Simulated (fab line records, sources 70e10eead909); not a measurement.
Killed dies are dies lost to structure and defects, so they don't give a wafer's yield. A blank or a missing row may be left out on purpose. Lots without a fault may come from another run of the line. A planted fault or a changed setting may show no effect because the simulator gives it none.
Which tool did it? | flow nand_harc | 12 lots, 36 wafers sampled, at 6 steps of a route of 1159

WHAT THE GAUGES READ, wafer by wafer
NHARC_P_GATE_CD_MEAS_46: target cd 720 nm.
lot  | measured     | on        | cd_nm (nm)
L817 | day 5 15:40  | cd_sem-02 | 722.6 720.0 719.9
L818 | day 5 15:58  | cd_sem-01 | 717.2 719.2 717.9
L819 | day 6 06:54  | cd_sem-02 | 720.3 720.0 719.4
L820 | day 6 07:23  | cd_sem-01 | 720.1 720.0 720.6
L822 | day 6 13:11  | cd_sem-02 | 721.7 721.9 722.4
L823 | day 7 02:14  | cd_sem-01 | 722.2 721.7 721.2
L824 | day 7 09:51  | cd_sem-01 | 718.3 721.2 721.5
L826 | day 7 21:34  | cd_sem-01 | 719.0 718.8 718.3
L827 | day 7 23:08  | cd_sem-03 | 720.0 720.8 720.7
L831 | day 9 00:16  | cd_sem-01 | - - -
L838 | day 10 13:20 | cd_sem-02 | 719.8 722.5 721.9
L839 | day 11 06:24 | cd_sem-01 | 720.1 720.1 720.9

NHARC_END_SORT_01.
lot  | measured     | on        | killed_at_array | killed_at_other | killed_at_periphery | killed_dies | killed_open | killed_short
L823 | day 21 20:29 | prober-02 | 20 21 24        | 0 0 0           | 6 3 4               | 26 24 28    | 2 1 2       | 1 1 1
L827 | day 22 04:19 | prober-02 | 33 27 31        | 0 0 0           | 2 4 2               | 35 31 33    | 3 6 3       | 4 2 2
L831 | day 23 12:23 | prober-01 | 34 32 23        | 0 0 0           | 643 645 654         | 677 677 677 | 2 5 4       | 3 3 1
L838 | day 24 18:05 | prober-01 | 15 23 23        | 0 0 0           | 4 4 1               | 19 27 24    | 2 2 0       | 2 3 5

WHICH TOOL RAN EACH LOT (tool, then ch and the chambers of the sampled wafers, then the start)
lot  | NHARC_P_GATE_ETCHBACK_37                      | NHARC_P_GATE_EXPOSE_43            | NHARC_P_GATE_STRIP_75                | NHARC_P_GATE_STRIP_112
L817 | rie_diel-05 ch 1,2,3, day 5 15:31 or earlier  | krf_scanner-03 ch 0, day 5 15:31  | plasma_asher-01 ch 0,1, day 5 16:31  | plasma_asher-01 ch 0,1, day 5 18:04
L818 | rie_diel-07 ch 1,2,3, day 5 15:49 or earlier  | krf_scanner-02 ch 0, day 5 15:49  | plasma_asher-02 ch 0, day 5 17:22    | plasma_asher-02 ch 0,1, day 5 18:50
L819 | rie_diel-07 ch 0,3, day 6 06:44 or earlier    | krf_scanner-03 ch 0, day 6 06:44  | plasma_asher-01 ch 0,1, day 6 07:44  | plasma_asher-01 ch 0,1, day 6 09:07
L820 | rie_diel-11 ch 1,3, day 6 07:14 or earlier    | krf_scanner-03 ch 0, day 6 07:14  | plasma_asher-02 ch 0,1, day 6 08:13  | plasma_asher-01 ch 0,1, day 6 09:38
L822 | rie_diel-05 ch 0,2, day 6 13:01 or earlier    | krf_scanner-02 ch 0, day 6 13:01  | plasma_asher-01 ch 0,1, day 6 14:02  | plasma_asher-02 ch 0,1, day 6 15:31
L823 | rie_diel-11 ch 0,2,3, day 7 02:05 or earlier  | krf_scanner-04 ch 0, day 7 02:05  | plasma_asher-02 ch 0,1, day 7 03:05  | plasma_asher-02 ch 0,1, day 7 04:32
L824 | rie_diel-07 ch 0,1,3, day 7 09:42 or earlier  | krf_scanner-03 ch 0, day 7 09:42  | plasma_asher-02 ch 0,1, day 7 10:46  | plasma_asher-02 ch 0,1, day 7 12:18
L826 | rie_diel-07 ch 0,2, day 7 21:25 or earlier    | krf_scanner-04 ch 0, day 7 21:25  | plasma_asher-02 ch 0,1, day 7 22:28  | plasma_asher-01 ch 0,1, day 8 00:07
L827 | rie_diel-07 ch 0,2,3, day 7 22:58 or earlier  | krf_scanner-03 ch 0, day 7 22:58  | plasma_asher-01 ch 0,1, day 8 00:01  | plasma_asher-01 ch 0,1, day 8 01:48
L831 | rie_diel-07 ch 1,2, day 9 00:07 or earlier    | krf_scanner-02 ch 0, day 9 00:07  | plasma_asher-01 ch 0,1, day 9 01:14  | plasma_asher-02 ch 0,1, day 9 02:50
L838 | rie_diel-07 ch 0,3, day 10 13:11 or earlier   | krf_scanner-02 ch 0, day 10 13:11 | plasma_asher-02 ch 0,1, day 10 14:11 | plasma_asher-01 ch 0,1, day 10 18:28
L839 | rie_diel-11 ch 1,2,3, day 11 06:14 or earlier | krf_scanner-03 ch 0, day 11 06:14 | plasma_asher-01 ch 0,1, day 11 07:23 | plasma_asher-02 ch 0,1, day 11 08:53
- NHARC_P_GATE_ETCHBACK_37: etches the open film in CHF3/O2, target depth 34.5 nm, time 17.2 s.
- NHARC_P_GATE_EXPOSE_43: exposes mask P NSD, target cd 720 nm.
- NHARC_P_GATE_STRIP_75: strips in O2.
- NHARC_P_GATE_STRIP_112: strips in N2/H2, time 200 s.

WHAT THE TOOLS THEMSELVES READ (means of the sampled wafers that have a number; where no wafer has one, the mark that the record gives instead)
NHARC_P_GATE_ETCHBACK_37.
lot  | tool        | bias_w (W) | chf3_flow_sccm (sccm) | drypump_motor_current_A (A) | mfc_ar_sccm (sccm) | oes_product_au (a.u.) | rf_vpp_V (V) | showerhead_plenum_p_Torr (Torr) | throttle_valve_pct (%)
L817 | rie_diel-05 | 200.5      | 49.89                 | 5.6                         | 199.7              | 0.93                  | 372.1        | 2.49                            | 20.574
L818 | rie_diel-07 | 200.2      | 49.90                 | 5.9                         | 200.5              | 1.00                  | 373.5        | 2.53                            | 20.572
L819 | rie_diel-07 | 200.1      | 50.03                 | 5.3                         | 199.3              | 0.92                  | 372.0        | 2.51                            | 20.576
L820 | rie_diel-11 | 200.0      | 49.99                 | 5.5                         | 200.2              | 0.93                  | 370.8        | 2.44                            | 20.574
L822 | rie_diel-05 | 200.1      | 49.97                 | 5.5                         | 200.3              | 0.93                  | 370.1        | 2.41                            | 20.567
L823 | rie_diel-11 | 199.6      | 50.16                 | 5.8                         | 200.0              | 0.93                  | 370.3        | 2.38                            | 20.568
L824 | rie_diel-07 | 200.0      | 50.13                 | 5.7                         | 200.5              | 0.94                  | 372.0        | 2.48                            | 20.585
L826 | rie_diel-07 | 200.2      | 50.10                 | 6.5                         | 199.5              | 0.93                  | 372.5        | 2.48                            | 20.574
L827 | rie_diel-07 | 199.6      | 49.95                 | 5.9                         | 200.3              | 0.92                  | 372.8        | 2.49                            | 20.567
L831 | rie_diel-07 | 200.5      | 50.05                 | 6.6                         | 200.2              | 0.93                  | 373.1        | 2.50                            | 20.574
L838 | rie_diel-07 | 200.2      | 49.94                 | 5.3                         | 200.5              | 0.91                  | 373.8        | 2.50                            | 20.577
L839 | rie_diel-11 | 200.1      | 50.01                 | 5.6                         | 200.0              | 0.95                  | 369.2        | 2.36                            | 20.569

NHARC_P_GATE_STRIP_75.
lot  | tool            | drypump_motor_current_A (A) | heater_power_w (W)
L817 | plasma_asher-01 | 5.52                        | 314
L818 | plasma_asher-02 | 5.63                        | 397
L819 | plasma_asher-01 | 5.52                        | 316
L820 | plasma_asher-02 | 6.03                        | 340
L822 | plasma_asher-01 | 5.60                        | 314
L823 | plasma_asher-02 | 6.01                        | 335
L824 | plasma_asher-02 | 6.03                        | 344
L826 | plasma_asher-02 | 5.83                        | 369
L827 | plasma_asher-01 | 5.54                        | 316
L831 | plasma_asher-01 | 5.51                        | 314
L838 | plasma_asher-02 | 6.02                        | 339
L839 | plasma_asher-01 | 5.54                        | 315

NHARC_P_GATE_STRIP_112.
lot  | tool            | drypump_motor_current_A (A) | heater_power_w (W)
L817 | plasma_asher-01 | 5.52                        | 84
L818 | plasma_asher-02 | 5.82                        | 98
L819 | plasma_asher-01 | 5.62                        | 85
L820 | plasma_asher-01 | 5.52                        | 84
L822 | plasma_asher-02 | 5.82                        | 99
L823 | plasma_asher-02 | 6.03                        | 93
L824 | plasma_asher-02 | 5.84                        | 98
L826 | plasma_asher-01 | 5.52                        | 84
L827 | plasma_asher-01 | 5.63                        | 85
L831 | plasma_asher-02 | 5.83                        | 98
L838 | plasma_asher-01 | 5.52                        | 85
L839 | plasma_asher-02 | 5.82                        | 97

THE ANSWER, worked out from the rows above alone
Rule: what is usual is taken from the lots themselves. Put in order of their means at a reading, lots are off if they are a third of the lots or fewer, leave a main group of 4 or more, and stand apart from it by a gap of 3 or more times the standard deviation of the main group's means; of several such gaps the widest counts. A main group whose means are all the same, to the digits that the tables above print for the reading, isn't used. A lot without any number at a reading at which 4 lots or more have one is off too. The other lots that the step has rows for count as sound. The gauges are gone through in route order, then the tools' own readings, and for those a lot's mean is taken as printed above. The first step at which some lot is off is used, and at that step the reading that is off furthest; a lot without a number counts as furthest.
Off: L831, at NHARC_P_GATE_CD_MEAS_46 (cd_nm). Without a number there: L831. The main group: mean 720.4 nm, standard deviation 1.1.
A tool fits if, at a process step before that reading, it ran every lot that is off, and no sound lot after the first of them. The gauges at NHARC_P_GATE_CD_MEAS_46 are tried like those tools. NHARC_P_GATE_ETCHBACK_37 gives no start for some lots, so the hours and the order of its lots are those of NHARC_P_GATE_EXPOSE_43. None of those tried fits.

WHAT THE SIMULATOR HAD PUT IN
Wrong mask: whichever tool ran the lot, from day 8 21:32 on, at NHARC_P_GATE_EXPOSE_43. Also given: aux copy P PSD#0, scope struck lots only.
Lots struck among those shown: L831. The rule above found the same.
